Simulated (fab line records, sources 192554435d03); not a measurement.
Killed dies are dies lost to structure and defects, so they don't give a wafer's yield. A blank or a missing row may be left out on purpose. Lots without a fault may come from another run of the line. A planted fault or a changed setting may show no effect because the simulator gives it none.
fab line records | flow n5_finfet
record lots=24 wafers=72 last_day=18
route steps=1938 shown BEOL_M4@1103 BEOL_M5@1126 BEOL_M6@1194
lots that met no fault: from a run of the same line without faults
start_h: hours from the record's first day to the start of the lot's first wafer shown | wait_h: hours since the lot's step before | " the same as in the row above | L1.1+2: a row that stands for several wafers | - no value, or no start given | * or withheld: withheld | < > ~ a bound
route shown NAME@n: a module of which the file shows steps, and the number in the route of the first | usual: mean/standard deviation of fault-free wafers | same: alike in all rows | chamber/n: place in a boat | sites: the reading at each site | _std_site: their standard deviation | _edge_site: outer sites' mean less inner sites' | radius_mm: how far each site lies from the wafer's centre | mask NAME#n: copy n | behind: the tool/chamber that last shaped the wafer | hold: why the lot was held/for how many hours/how that ended | device: the transistor (n, p or np) that didn't switch | end of line: the same wafers' tests at the end of the route | a step without rows: its recipe alone | killed: dies lost to structure and defects at the first sort, not the wafer's yield | map: a wafer's dies, x killed, . not, _ none there
set.NAME: the setting as run; set.NAME@STEP: as run at that earlier step | model.NAME: the simulator's own value behind a step, which no gauge read
steps of the route over a sample of lots; a table a step, a row a wafer
services: from which hour (start_h, from the record's first day; less than 0 if before it) a tool's chamber was out of use, for how many hours, and why
## steps
# step N5_BEOL_M4_CMP_52
# recipe stop_on=SiOC t_overpolish_s=6.8 down_force_psi=1 platen_rpm=50 clearing_platen_down_force_psi=1.5 clearing_platen_rpm=50 post_cmp_clean=cu_alkaline target_thk_nm=40 clearing_platen_pad_velocity_m_s=0.99484 pad_velocity_m_s=0.99484
# usual barrier_field_endpoint_s=24.6/0.64 head_pressure_psi=1.0003/0.0023 motor_current_A=5.9/0.75 overpolish_run_s=6.800/0.0092 slurry_flow_ml_min=150.0/0.48 time_to_endpoint_s=62/3.2
# same t_overpolish_s=6.8
# columns lot.wafer tool chamber start_h wait_h barrier_field_endpoint_s head_pressure_psi motor_current_A overpolish_run_s slurry_flow_ml_min time_to_endpoint_s
L074.3 cmp-04 3 162.93 0.2 24.0 0.9994 6.0 6.780 150.5 59
L074.4 " 0 " " 24.9 0.9998 6.8 6.807 149.6 63
L074.2 " 1 " " 24.2 1.0008 5.7 6.793 150.0 63
L076.4 cmp-04 0 164.98 0.1 23.6 1.0034 6.8 6.803 150.5 58
L076.2 " 1 " " 24.9 0.9963 5.5 6.786 150.0 60
L076.1 " 2 " " 23.9 1.0040 6.2 6.793 150.2 60
L075.4 cmp-04 0 182.57 0.2 24.7 0.9972 7.1 6.817 149.1 65
L075.3 " 1 " " 25.1 0.9999 5.8 6.789 150.3 66
L075.5 " 3 " " 24.0 1.0000 6.0 6.803 149.0 60
L077.4 cmp-03 1 182.80 0.2 25.7 1.0009 5.6 6.815 149.4 65
L077.1 " 2 " " 24.6 1.0004 7.1 6.798 149.9 58
L077.6 " 1 " " 26.1 0.9991 5.6 6.805 149.3 66
L078.3 cmp-03 0 187.76 0.2 24.2 0.9966 6.3 6.806 150.2 59
L078.6 " 3 " " 24.8 1.0025 4.8 6.796 149.5 62
L078.5 " 0 " " 24.5 1.0042 6.8 6.803 150.7 58
L079.1 cmp-03 2 199.94 0.3 23.2 1.0025 6.8 6.814 149.8 58
L079.2 " 0 " " 23.7 0.9965 6.6 6.803 149.7 61
L079.6 " 1 " " 24.5 1.0011 5.6 6.797 150.9 64
L081.4 cmp-03 1 208.43 0.1 25.1 0.9974 5.4 6.825 149.7 61
L081.2 " 2 " " 23.4 1.0011 7.3 6.798 149.8 55
L081.5 " 2 " " 23.2 1.0002 7.3 6.806 149.7 57
L082.4 cmp-02 2 213.10 0.2 25.8 1.0023 5.5 6.800 151.1 62
L082.6 " 3 " " 26.0 0.9988 5.2 6.817 149.7 63
L082.5 " 0 " " 25.7 1.0015 5.9 6.803 150.4 64
L080.4 cmp-04 3 216.20 0.1 24.2 1.0006 5.8 6.801 150.2 59
L080.1 " 0 " " 24.3 1.0022 6.7 6.800 149.9 61
L080.2 " 1 " " 25.5 0.9979 5.3 6.805 149.5 63
L083.2 cmp-03 1 217.80 0.3 24.4 0.9996 5.6 6.787 150.4 65
L083.1 " 2 " " 24.2 1.0027 7.0 6.795 149.7 59
L083.6 " 3 " " 25.1 0.9984 4.7 6.808 150.4 61
L084.3 cmp-02 0 221.54 0.2 25.1 0.9999 5.7 6.797 149.8 64
L084.5 " 3 " " 25.9 1.0005 5.4 6.803 149.6 67
L084.6 " 0 " " 25.5 0.9987 5.7 6.793 149.5 67
L085.3 cmp-03 3 238.13 0.2 24.7 1.0050 4.7 6.787 150.0 57
L085.1 " 1 " " 25.5 0.9975 5.8 6.797 150.1 62
L085.5 " 3 " " 24.5 1.0078 4.7 6.802 149.5 58
L086.2 cmp-02 1 250.44 0.2 24.4 0.9993 5.3 6.794 149.9 66
L086.1 " 3 " " 25.3 0.9999 5.1 6.795 150.6 66
L086.3 " 0 " " 24.3 1.0023 5.8 6.803 149.9 63
L087.1 cmp-03 2 255.79 0.4 24.1 1.0023 7.5 6.799 150.0 55
L087.3 " 3 " " 24.1 0.9970 4.9 6.813 150.9 58
L087.4 " 1 " " 26.0 0.9979 5.6 6.789 150.2 64
L088.1 cmp-03 0 259.13 0.8 25.6 1.0017 6.5 6.784 149.3 63
L088.4 " 2 " " 24.3 0.9992 6.9 6.805 149.4 58
L088.5 " 0 " " 25.9 0.9981 6.9 6.818 149.8 64
L090.3 cmp-02 1 264.80 0.2 24.9 1.0033 5.5 6.807 150.1 66
L090.4 " 3 " " 25.0 1.0010 5.1 6.801 150.8 66
L090.6 " 1 " " 25.0 1.0037 5.6 6.823 150.8 66
L091.2 cmp-04 3 272.73 0.4 23.6 1.0020 6.0 6.796 150.3 59
L091.3 " 0 " " 23.8 1.0038 6.9 6.797 150.0 63
L091.6 " 3 " " 24.5 1.0000 6.1 6.800 149.8 58
L089.3 cmp-02 2 276.47 0.3 24.6 1.0009 5.6 6.810 150.2 64
L089.6 " 0 " " 24.4 0.9974 5.8 6.804 149.5 63
L089.5 " 1 " " 24.8 1.0002 5.3 6.790 150.1 61
L092.2 cmp-03 1 279.76 0.2 24.7 1.0013 5.6 6.799 149.8 62
L092.3 " 3 " " 23.7 0.9968 5.0 6.811 150.1 58
L092.4 " 0 " " 24.3 1.0012 6.7 6.783 150.0 58
L094.1 cmp-04 0 281.94 0.3 24.8 0.9974 6.7 6.801 150.1 65
L094.4 " 1 " " 25.7 1.0004 5.5 6.794 150.3 65
L094.2 " 3 " " 24.5 1.0004 5.8 6.810 150.2 61
L093.2 cmp-03 0 284.07 0.3 24.9 0.9995 6.5 6.805 150.4 61
L093.4 " 2 " " 23.8 0.9999 7.5 6.818 149.7 57
L093.1 " 3 " " 24.5 1.0026 4.5 6.795 150.9 59
L095.3 cmp-03 1 287.22 0.2 24.9 0.9991 5.5 6.787 149.3 65
L095.2 " 2 " " 24.7 0.9978 7.3 6.809 150.0 60
L095.4 " 3 " " 24.9 1.0021 4.7 6.803 150.3 63
L096.3 cmp-03 3 308.16 0.2 24.8 0.9997 4.8 6.781 149.2 65
L096.6 " 3 " " 24.5 0.9966 4.5 6.803 149.2 65
L096.5 " 0 " " 24.6 0.9988 6.6 6.792 148.7 64
L097.1 cmp-04 3 311.21 0.3 24.3 1.0015 5.8 6.791 149.5 63
L097.4 " 0 " " 24.3 0.9984 6.9 6.798 150.2 60
L097.5 " 2 " " 24.4 1.0010 6.1 6.798 150.6 64
# step N5_BEOL_M4_RS_MEAS_58
# recipe thk_meas_gauge=four-point-probe reads=Co_of_BEOL_M4_CO_CAP_55+Cu_of_BEOL_M4_ECD_50+Co_of_BEOL_M4_CVD_47+TaN_of_BEOL_M4_ALD_84
# usual M4_RS=0.674/0.029
# columns lot.wafer tool chamber start_h wait_h M4_RS[ohm/sq]
L074.2 film_metro-01 - 163.45 0.1 0.665
L074.3 " - " " 0.691
L074.4 " - " " 0.713
L076.1 film_metro-02 - 165.54 0.0 0.666
L076.2 " - " " 0.683
L076.4 " - " " 0.651
L075.3 film_metro-01 - 183.05 0.1 0.670
L075.4 " - " " 0.686
L075.5 " - " " 0.703
L077.1 film_metro-02 - 183.39 0.0 0.680
L077.4 " - " " 0.644
L077.6 " - " " 0.640
L078.3 film_metro-02 - 188.28 0.1 0.716
L078.5 " - " " 0.698
L078.6 " - " " 0.695
L079.1 film_metro-02 - 200.46 0.0 0.705
L079.2 " - " " 0.651
L079.6 " - " " 0.666
L081.2 film_metro-01 - 209.01 0.1 0.697
L081.4 " - " " 0.635
L081.5 " - " " 0.710
L082.4 film_metro-01 - 213.55 0.0 0.694
L082.5 " - " " 0.666
L082.6 " - " " 0.682
L080.1 film_metro-02 - 216.78 0.1 0.641
L080.2 " - " " 0.626
L080.4 " - " " 0.635
L083.1 film_metro-02 - 218.47 0.0 0.714
L083.2 " - " " 0.648
L083.6 " - " " 0.702
L084.3 film_metro-01 - 222.06 0.1 0.677
L084.5 " - " " 0.671
L084.6 " - " " 0.619
L085.1 film_metro-02 - 238.71 0.1 0.634
L085.3 " - " " 0.704
L085.5 " - " " 0.667
L086.1 film_metro-02 - 250.99 0.0 0.674
L086.2 " - " " 0.657
L086.3 " - " " 0.643
L087.1 film_metro-01 - 256.34 0.0 0.706
L087.3 " - " " 0.690
L087.4 " - " " 0.675
L088.1 film_metro-02 - 259.80 0.0 0.666
L088.4 " - " " 0.719
L088.5 " - " " 0.696
L090.3 film_metro-01 - 265.44 0.1 0.641
L090.4 " - " " 0.656
L090.6 " - " " 0.637
L091.2 film_metro-01 - 273.31 0.1 0.707
L091.3 " - " " 0.670
L091.6 " - " " 0.699
L089.3 film_metro-01 - 277.01 0.1 0.644
L089.5 " - " " 0.625
L089.6 " - " " 0.634
L092.2 film_metro-02 - 280.31 0.1 0.656
L092.3 " - " " 0.662
L092.4 " - " " 0.655
L094.1 film_metro-01 - 282.50 0.0 0.695
L094.2 " - " " 0.660
L094.4 " - " " 0.674
L093.1 film_metro-01 - 284.85 0.0 0.655
L093.2 " - " " 0.636
L093.4 " - " " 0.688
L095.2 film_metro-02 - 287.74 0.1 0.737
L095.3 " - " " 0.702
L095.4 " - " " 0.697
L096.3 film_metro-02 - 308.80 0.1 0.707
L096.5 " - " " 0.716
L096.6 " - " " 0.730
L097.1 film_metro-02 - 311.69 0.0 0.724
L097.4 " - " " 0.683
L097.5 " - " " 0.689
# step N5_BEOL_M5_CD_MEAS_11
# recipe target_cd_nm=27.74 landing_energy_ev=500 detector=se_inlens
# usual cd_nm=27.93/0.28
# columns lot.wafer tool chamber start_h wait_h cd_nm
L074.2 cd_sem-03 0 165.85 - 27.72
L074.3 " 0 " " 27.90
L074.4 " 0 " " 27.63
L076.1 cd_sem-03 0 168.49 - 27.62
L076.2 " 0 " " 27.34
L076.4 " 0 " " 27.87
L075.3 cd_sem-02 0 186.61 - 28.48
L075.4 " 0 " " 28.38
L075.5 " 0 " " 27.83
L077.1 cd_sem-01 0 186.77 - 28.14
L077.4 " 0 " " 27.59
L077.6 " 0 " " 28.36
L078.3 cd_sem-02 0 190.97 - 27.85
L078.5 " 0 " " 27.98
L078.6 " 0 " " 28.06
L079.1 cd_sem-01 0 202.79 - 28.33
L079.2 " 0 " " 28.10
L079.6 " 0 " " 27.56
L081.2 cd_sem-02 0 211.97 - 28.25
L081.4 " 0 " " 28.10
L081.5 " 0 " " 28.16
L082.4 cd_sem-02 0 217.15 - 27.91
L082.5 " 0 " " 27.95
L082.6 " 0 " " 27.65
L080.1 cd_sem-01 0 220.80 - 28.27
L080.2 " 0 " " 28.09
L080.4 " 0 " " 28.53
L083.1 cd_sem-01 0 220.96 - 27.77
L083.2 " 0 " " 28.34
L083.6 " 0 " " 27.94
L084.3 cd_sem-02 0 225.77 - 27.41
L084.5 " 0 " " 28.27
L084.6 " 0 " " 28.12
L085.1 cd_sem-03 0 241.81 - 28.02
L085.3 " 0 " " 27.75
L085.5 " 0 " " 28.17
L086.1 cd_sem-03 0 255.59 - 27.92
L086.2 " 0 " " 27.97
L086.3 " 0 " " 27.43
L087.1 cd_sem-03 0 258.80 - 27.94
L087.3 " 0 " " 28.26
L087.4 " 0 " " 27.88
L088.1 cd_sem-03 0 262.80 - 28.13
L088.4 " 0 " " 28.14
L088.5 " 0 " " 28.25
L090.3 cd_sem-01 0 268.51 - 27.89
L090.4 " 0 " " 27.76
L090.6 " 0 " " 28.04
L091.2 cd_sem-01 0 276.23 - 27.72
L091.3 " 0 " " 27.77
L091.6 " 0 " " 27.38
L089.3 cd_sem-02 0 279.88 - 27.70
L089.5 " 0 " " 27.83
L089.6 " 0 " " 27.77
L092.2 cd_sem-03 0 283.28 - 27.87
L092.3 " 0 " " 27.37
L092.4 " 0 " " 27.56
L094.1 cd_sem-02 0 284.71 - 27.77
L094.2 " 0 " " 27.97
L094.4 " 0 " " 27.98
L093.1 cd_sem-02 0 287.14 - 27.78
L093.2 " 0 " " 27.73
L093.4 " 0 " " 27.93
L095.2 cd_sem-02 0 289.81 - 27.85
L095.3 " 0 " " 27.84
L095.4 " 0 " " 27.85
L096.3 cd_sem-03 0 311.39 - 28.42
L096.5 " 0 " " 27.72
L096.6 " 0 " " 28.00
L097.1 cd_sem-02 0 314.33 - 27.76
L097.4 " 0 " " 27.91
L097.5 " 0 " " 27.52
# step N5_BEOL_M5_THK_MEAS_53
# recipe thk_meas_gauge=xrf reads=Cu_of_BEOL_M5_ECD_50
# usual M5_THK=62.9/1.6
# columns lot.wafer tool chamber start_h wait_h M5_THK[nm]
L074.2 film_metro-02 - 176.65 - 62.0
L074.3 " - " " 61.1
L074.4 " - " " 62.6
L076.1 film_metro-02 - 179.50 - 62.3
L076.2 " - " " 62.9
L076.4 " - " " 61.6
L075.3 film_metro-01 - 195.47 - 61.8
L075.4 " - " " 63.5
L075.5 " - " " 63.7
L077.1 film_metro-02 - 196.18 - 65.9
L077.4 " - " " 62.0
L077.6 " - " " 65.4
L078.3 film_metro-02 - 202.94 - 60.2
L078.5 " - " " 59.5
L078.6 " - " " 61.5
L079.1 film_metro-02 - 212.75 - 62.4
L079.2 " - " " 62.1
L079.6 " - " " 63.3
L081.2 film_metro-02 - 221.65 - 61.9
L081.4 " - " " 63.1
L081.5 " - " " 63.9
L082.4 film_metro-02 - 226.50 - 63.2
L082.5 " - " " 59.6
L082.6 " - " " 62.8
L083.1 film_metro-02 - 232.40 - 64.0
L083.2 " - " " 64.3
L083.6 " - " " 63.2
L080.1 film_metro-01 - 234.29 - 62.9
L080.2 " - " " 61.7
L080.4 " - " " 61.8
L084.3 film_metro-02 - 237.39 - 64.8
L084.5 " - " " 66.4
L084.6 " - " " 66.6
L085.1 film_metro-01 - 251.27 - 63.2
L085.3 " - " " 63.4
L085.5 " - " " 64.7
L086.1 film_metro-01 - 264.97 - 64.6
L086.2 " - " " 62.0
L086.3 " - " " 63.1
L087.1 film_metro-02 - 268.87 - 63.8
L087.3 " - " " 64.9
L087.4 " - " " 64.4
L088.1 film_metro-02 - 271.50 - 63.0
L088.4 " - " " 63.8
L088.5 " - " " 64.3
L090.3 film_metro-02 - 277.59 - 63.7
L090.4 " - " " 62.2
L090.6 " - " " 64.8
L091.2 film_metro-02 - 286.88 - 63.4
L091.3 " - " " 64.7
L091.6 " - " " 64.7
L089.3 film_metro-01 - 291.08 - 63.6
L089.5 " - " " 62.3
L089.6 " - " " 64.9
L092.2 film_metro-01 - 297.25 - 59.6
L092.3 " - " " 60.5
L092.4 " - " " 61.7
L094.1 film_metro-01 - 297.94 - 60.1
L094.2 " - " " 64.4
L094.4 " - " " 61.6
L093.1 film_metro-01 - 300.96 - 61.7
L093.2 " - " " 65.2
L093.4 " - " " 61.2
L095.2 film_metro-02 - 307.69 - 63.3
L095.3 " - " " 60.9
L095.4 " - " " 63.8
L096.3 film_metro-02 - 320.20 - 60.7
L096.5 " - " " 62.9
L096.6 " - " " 63.4
L097.1 film_metro-02 - 322.93 - 60.8
L097.4 " - " " 59.2
L097.5 " - " " 59.4
# step N5_BEOL_M6_ILD_DEP_00
# recipe material=SiCOH_lowk target_thk_a=1797.5 temp_c=300 precursor=DEMS/porogen pressure_torr=5 rf_w=500 time_s=33.4
# usual heater_power_w=298/63 showerhead_plenum_p_Torr=5.741/0.013 throttle_valve_pct=13.8/0.43
# columns lot.wafer tool chamber start_h wait_h heater_power_w showerhead_plenum_p_Torr throttle_valve_pct
L074.2 pecvd-04 1 176.98 0.0 303 5.755 13.8
L074.3 " 2 " " 310 5.733 14.0
L074.4 " 2 " " 316 5.732 13.9
L076.1 pecvd-01 1 180.06 0.0 338 5.733 14.6
L076.2 " 2 " " 229 5.737 13.4
L076.4 " 1 " " 337 5.728 14.6
L075.3 pecvd-01 2 195.79 0.0 215 5.719 13.6
L075.4 " 0 " " 265 5.756 13.4
L075.5 " 2 " " 230 5.726 13.1
L077.1 pecvd-04 1 196.50 0.0 284 5.740 13.8
L077.4 " 1 " " 290 5.743 13.7
L077.6 " 0 " " 239 5.756 13.5
L078.3 pecvd-04 2 203.26 0.0 289 5.743 13.7
L078.5 " 0 " " 264 5.755 13.5
L078.6 " 1 " " 300 5.738 13.9
L079.1 pecvd-04 2 213.08 0.0 307 5.736 13.6
L079.2 " 1 " " 301 5.722 13.5
L079.6 " 1 " " 324 5.736 13.7
L081.2 pecvd-01 2 222.03 0.1 234 5.730 13.5
L081.4 " 0 " " 261 5.752 13.7
L081.5 " 2 " " 245 5.728 13.2
L082.4 pecvd-01 0 226.87 0.1 234 5.752 13.9
L082.5 " 1 " " 379 5.724 14.8
L082.6 " 2 " " 274 5.728 13.5
L083.1 pecvd-01 1 232.73 0.0 366 5.715 14.6
L083.2 " 2 " " 234 5.738 13.6
L083.6 " 0 " " 218 5.767 13.6
L080.1 pecvd-04 0 234.63 0.0 233 5.752 13.6
L080.2 " 1 " " 320 5.747 13.7
L080.4 " 0 " " 240 5.736 13.4
L084.3 pecvd-02 2 237.72 0.0 313 5.753 14.2
L084.5 " 2 " " 327 5.768 14.4
L084.6 " 0 " " 457 5.745 14.4
L085.1 pecvd-01 0 251.59 0.0 267 5.745 14.0
L085.3 " 2 " " 214 5.725 13.7
L085.5 " 1 " " 375 5.742 14.7
L086.1 pecvd-01 0 265.30 0.0 237 5.774 13.7
L086.2 " 1 " " 377 5.730 14.6
L086.3 " 2 " " 248 5.724 13.3
L087.1 pecvd-01 1 269.19 0.0 340 5.745 14.7
L087.3 " 1 " " 353 5.747 14.7
L087.4 " 0 " " 261 5.765 13.6
L088.1 pecvd-02 2 271.83 0.0 288 5.753 14.1
L088.4 " 1 " " 463 5.744 13.1
L088.5 " 0 " " 451 5.724 14.5
L090.3 pecvd-04 0 277.91 0.0 241 5.740 13.7
L090.4 " 2 " " 303 5.720 14.0
L090.6 " 1 " " 295 5.745 14.0
L091.2 pecvd-04 0 287.20 0.0 283 5.752 13.6
L091.3 " 1 " " 277 5.742 13.5
L091.6 " 0 " " 216 5.733 13.5
L089.3 pecvd-04 0 291.40 0.0 280 5.748 13.5
L089.5 " 0 " " 279 5.756 13.7
L089.6 " 1 " " 304 5.752 13.9
L092.2 pecvd-01 1 297.57 0.0 333 5.721 14.4
L092.3 " 2 " " 266 5.719 13.6
L092.4 " 0 " " 252 5.762 13.7
L094.1 pecvd-04 2 298.27 0.0 327 5.731 14.0
L094.2 " 0 " " 251 5.743 13.6
L094.4 " 2 " " 323 5.724 13.8
L093.1 pecvd-04 2 301.28 0.0 307 5.743 13.8
L093.2 " 1 " " 334 5.733 13.7
L093.4 " 2 " " 318 5.742 13.5
L095.2 pecvd-01 0 308.01 0.0 239 5.753 13.6
L095.3 " 1 " " 323 5.732 14.6
L095.4 " 0 " " 245 5.748 13.4
L096.3 pecvd-02 1 320.52 0.0 443 5.727 13.2
L096.5 " 0 " " 422 5.742 14.4
L096.6 " 2 " " 290 5.742 14.5
L097.1 pecvd-04 0 323.26 0.0 246 5.747 13.6
L097.4 " 2 " " 326 5.716 13.9
L097.5 " 0 " " 247 5.759 13.5
# step N5_BEOL_M6_CURE_74
# recipe temp_c=385 time_s=240 ambient=He/Ar material=SiCOH_lowk
# usual lamp_power_pct=52.31/0.05 wafer_temp_C_max=386.7/0.43
# columns lot.wafer tool chamber start_h wait_h lamp_power_pct wafer_temp_C_max
L074.2 uv_cure-01 0 177.12 0.1 52.37 387.0
L074.3 " 0 " " 52.25 387.1
L074.4 " 0 " " 52.39 386.6
L076.1 uv_cure-01 2 180.12 0.0 52.29 386.4
L076.2 " 2 " " 52.20 386.4
L076.4 " 2 " " 52.21 386.7
L075.3 uv_cure-01 0 196.01 0.2 52.27 386.8
L075.4 " 0 " " 52.35 386.7
L075.5 " 0 " " 52.33 386.7
L077.1 uv_cure-03 0 196.57 0.0 52.35 386.1
L077.4 " 0 " " 52.32 386.5
L077.6 " 0 " " 52.28 386.4
L078.3 uv_cure-01 1 203.49 0.2 52.23 386.8
L078.5 " 1 " " 52.32 386.4
L078.6 " 1 " " 52.32 387.3
L079.1 uv_cure-02 0 213.14 0.0 52.33 386.8
L079.2 " 0 " " 52.27 386.7
L079.6 " 0 " " 52.35 386.6
L081.2 uv_cure-03 2 222.41 0.4 52.24 386.2
L081.4 " 2 " " 52.41 386.3
L081.5 " 2 " " 52.32 386.5
L082.4 uv_cure-02 2 227.15 0.3 52.29 386.6
L082.5 " 2 " " 52.33 386.4
L082.6 " 2 " " 52.38 386.2
L083.1 uv_cure-02 0 232.79 0.0 52.36 386.6
L083.2 " 0 " " 52.33 387.2
L083.6 " 0 " " 52.28 386.8
L080.1 uv_cure-03 0 234.69 0.0 52.34 386.2
L080.2 " 0 " " 52.33 386.4
L080.4 " 0 " " 52.22 386.7
L084.3 uv_cure-02 0 237.94 0.2 52.31 386.8
L084.5 " 0 " " 52.36 386.5
L084.6 " 0 " " 52.28 386.6
L085.1 uv_cure-01 0 251.66 0.0 52.28 386.6
L085.3 " 0 " " 52.29 387.0
L085.5 " 0 " " 52.33 386.9
L086.1 uv_cure-02 1 265.48 0.2 52.25 387.4
L086.2 " 1 " " 52.23 387.0
L086.3 " 1 " " 52.24 387.5
L087.1 uv_cure-03 2 269.28 0.1 52.32 387.2
L087.3 " 2 " " 52.37 387.1
L087.4 " 2 " " 52.33 386.8
L088.1 uv_cure-03 1 271.89 0.0 52.31 386.8
L088.4 " 1 " " 52.43 387.1
L088.5 " 1 " " 52.35 386.8
L090.3 uv_cure-03 1 278.24 0.3 52.35 387.2
L090.4 " 1 " " 52.25 387.2
L090.6 " 1 " " 52.29 387.2
L091.2 uv_cure-03 2 287.35 0.1 52.36 386.7
L091.3 " 2 " " 52.32 386.6
L091.6 " 2 " " 52.32 386.7
L089.3 uv_cure-01 1 291.62 0.2 52.30 387.5
L089.5 " 1 " " 52.33 387.1
L089.6 " 1 " " 52.30 387.1
L092.2 uv_cure-02 0 297.72 0.1 52.27 386.4
L092.3 " 0 " " 52.26 386.1
L092.4 " 0 " " 52.22 386.6
L094.1 uv_cure-01 0 298.33 0.0 52.35 386.8
L094.2 " 0 " " 52.36 386.8
L094.4 " 0 " " 52.31 386.8
L093.1 uv_cure-03 1 301.35 0.0 52.37 386.7
L093.2 " 1 " " 52.27 386.5
L093.4 " 1 " " 52.43 386.3
L095.2 uv_cure-01 2 308.15 0.1 52.30 386.3
L095.3 " 2 " " 52.34 386.5
L095.4 " 2 " " 52.33 386.6
L096.3 uv_cure-02 2 320.74 0.2 52.37 386.7
L096.5 " 2 " " 52.29 386.5
L096.6 " 2 " " 52.43 386.7
L097.1 uv_cure-02 1 323.32 0.0 52.31 387.8
L097.4 " 1 " " 52.36 386.9
L097.5 " 1 " " 52.42 387.6
## services
# columns tool chamber start_h hours kind
cmp-04 - 155.45 0.7 repair
uv_cure-02 - 156.14 2.1 pm
pecvd-02 - 172.67 1.9 repair
cmp-04 - 181.53 0.9 repair
cmp-02 - 185.54 19.4 pm
cmp-04 - 197.17 5.3 pm
uv_cure-02 - 202.91 8.6 repair
cmp-03 - 204.80 1.4 repair
pecvd-02 - 217.46 14.6 pm
cmp-04 - 219.11 0.3 repair
cmp-02 - 235.24 0.5 repair
cmp-04 - 241.20 14.3 repair
uv_cure-02 - 251.35 1.0 pm
cmp-04 - 255.52 7.6 pm
uv_cure-01 - 265.35 7.5 pm
pecvd-01 2 269.11 12.2 repair
uv_cure-01 - 272.90 7.5 pm
cmp-02 - 282.73 4.0 pm
uv_cure-02 - 293.86 0.9 repair
cmp-03 - 298.82 4.0 pm
cmp-02 - 302.66 5.8 pm
cmp-03 - 302.82 - consumable_replace:conditioner
uv_cure-03 - 307.51 2.1 pm
uv_cure-03 - 321.35 2.0 repair
## key
fault none
